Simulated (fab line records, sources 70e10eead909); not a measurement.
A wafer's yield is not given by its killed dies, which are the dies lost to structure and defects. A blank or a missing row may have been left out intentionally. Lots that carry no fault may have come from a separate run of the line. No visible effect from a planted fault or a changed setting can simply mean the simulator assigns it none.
Chamber matching + flow nandHarc + cmp-04 running NHARC_A_CHANNEL_FILL_D2_CMP_10: 4 sister chambers
The step polishes, target thk 150 nm. 4 wafers are shown with their chamber, then 11 later ones without.

## WAFERS WITH THEIR CHAMBER
| wafer  | chamber | motorCurrentA (A) |
|--------|---------|-------------------|
| L085.6 | 0       | 10.7              |
| L089.1 | 1       | 12.0              |
| L089.2 | 3       | 12.2              |
| L093.1 | 2       | 13.8              |

## WAFERS WHOSE CHAMBER IS MISSING
| wafer  | motorCurrentA (A) |
|--------|-------------------|
| L093.2 | 9.9               |
| L093.5 | 9.9               |
| L094.1 | 10.6              |
| L094.2 | 11.9              |
| L094.5 | 12.5              |
| L095.1 | 14.0              |
| L095.2 | 10.5              |
| L095.5 | 12.6              |
| L097.1 | 14.2              |
| L097.3 | 12.5              |
| L097.6 | 11.8              |

## THE CHAMBER EACH PASSED THROUGH
| wafer  | from the rows above          | in truth |
|--------|------------------------------|----------|
| L093.2 | 0                            | 0        |
| L093.5 | 0                            | 0        |
| L094.1 | 0                            | 0        |
| L094.2 | can't be placed: 1 or 3      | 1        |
| L094.5 | can't be placed: 3 or 1      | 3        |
| L095.1 | 2                            | 2        |
| L095.2 | 0                            | 0        |
| L095.5 | can't be placed: 3 or 1 or 2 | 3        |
| L097.1 | 2                            | 2        |
| L097.3 | can't be placed: 3 or 1      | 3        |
| L097.6 | can't be placed: 1 or 3      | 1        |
6 of 11 placed correctly. Not placeable from these rows: 5 (in 5, the candidates include the true chamber). 0 placed wrongly.
How it was worked out, from the rows above alone: a wafer's distance from a chamber is the root of the sum, over the readings, of the square of ((its reading less the chamber's mean) divided by the reading's scatter). If the next closest chamber is less than 2 further off than the closest, the wafer can't be placed; otherwise it belongs to the closest. For every chamber, the mean is computed from those of its wafers that are shown. The scatter: root of mean squared gap, hidden wafer to nearest shown wafer, with one shown wafer a chamber.
